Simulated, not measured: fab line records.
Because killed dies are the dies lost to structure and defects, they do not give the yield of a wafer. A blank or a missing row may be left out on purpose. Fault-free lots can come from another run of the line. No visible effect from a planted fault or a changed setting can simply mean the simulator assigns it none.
Split-lot trial	flow n5 finfet	route with 1938 steps; 7 lots, 21 wafers read

## THE SPLIT ITSELF
At N5_BEOL_M4_ETCH_64 (etches SOC in N2/H2, target depth 75 nm, overetch 22.5 nm, time 121.9 s), the setting bias w was moved away from the recipe's 150 W on 4 of the 21 wafers read, by -14.5% to +13.4%. This setting was run at the recipe's value on the other wafers.

The reading is taken at the split's own step.

## THE READING
rf vpp V, in V, at N5_BEOL_M4_ETCH_64 (etches SOC in N2/H2, target depth 75 nm, overetch 22.5 nm, time 121.9 s). Typical for fault-free wafers on this fab line: 524.4 V, with standard deviation 2.3 V.

wafer	tool, chamber at the split	bias w as run, W	against the recipe	rf vpp V, V	against lot-mates on the recipe
L075.4	rie diel-06, 2	150	recipe	522.9	-
L075.5	rie diel-06, 3	150	recipe	524.0	-
L075.6	rie diel-06, 2	150	recipe	524.0	-
L080.2	rie diel-03, 3	159.2	+6.1%	540.0	+14.1
L080.4	rie diel-03, 0	150	recipe	525.9	-
L080.6	rie diel-03, 2	159.2	+6.1%	547.2	+21.3
L087.1	rie diel-01, 0	170.1	+13.4%	565.5	+40.5
L087.2	rie diel-01, 2	150	recipe	528.5	-
L087.5	rie diel-01, 3	150	recipe	521.5	-
L091.1	rie diel-03, 2	150	recipe	526.5	-
L091.3	rie diel-03, 3	150	recipe	520.4	-
L091.5	rie diel-03, 1	150	recipe	527.3	-
L092.2	rie diel-06, 0	150	recipe	524.8	-
L092.3	rie diel-06, 3	128.3	-14.5%	474.5	-50.1
L092.4	rie diel-06, 3	150	recipe	524.5	-
L096.1	rie diel-01, 1	150	recipe	524.5	-
L096.2	rie diel-01, 0	150	recipe	522.4	-
L096.5	rie diel-01, 2	150	recipe	525.4	-
L095.1	rie diel-01, 3	150	recipe	522.7	-
L095.4	rie diel-01, 2	150	recipe	525.2	-
L095.6	rie diel-01, 2	150	recipe	527.5	-

FIT RESULTS
A straight line over all 21 wafers: rf vpp V changes by +3.25 V for each +1% of bias w; r = +0.99; the points scatter about the line by 2.5 V.
The same after taking each lot's own level away (the mean of its wafers on the recipe; 21 wafers): +3.21 V for each +1%; r = +0.99; scatter 2.5 V.
Per that fit: largest bias w move, reading shift of 46 V.
Measured against the standard deviation above, the lots' own levels, which go from 523.63 to 525.90 V, span 1.0 times it.
The two slopes are in agreement: the lot-to-lot level therefore moves the slope only a little.
Check: with one of the wafers moved furthest among these (-14.5%) left out of the fit, the line predicts -43.2 V for it against its lot-mates. Against them it came out at -50.1 V.
Tool readings at the split's step, against how far the setting was moved: rf vpp V r = +0.99.

## THESE WAFERS: OTHER SPLITS
Note: prior to the reading, these wafers also went through further splits. Each is held against what the fit with the lots' levels taken away leaves over:
other split on the same wafers	wafers away from the commonest value	r with rf vpp V (lot level and that fit taken away)
N5_BEOL_M2_DESCUM_33 time s	6	+0.24
N5_BEOL_M4_EXPOSE_08 dose mj	3	+0.08

## THE WHOLE CHAIN: every reading that the file lists as answering this split, in the file's order
step	what it does	reading	change (the file's fit)	r (the file's)
N5_BEOL_M4_ETCH_64	etches SOC in N2/H2, target depth 75 nm, overetch 22.5 nm, time 121.9 s	rf vpp V	+3.23 V for each +1% of the setting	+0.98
N5_BEOL_M4_ETCH_64	etches SOC in N2/H2, target depth 75 nm, overetch 22.5 nm, time 121.9 s	SiARC_of_BEOL_M4_COAT_62.thk nm (the simulator's own value, which no gauge read)	-0.0631 nm for each +1% of the setting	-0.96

## FILE'S OWN FIT
rf vpp V changes by +3.23 V for each +1% of bias w, r = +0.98.
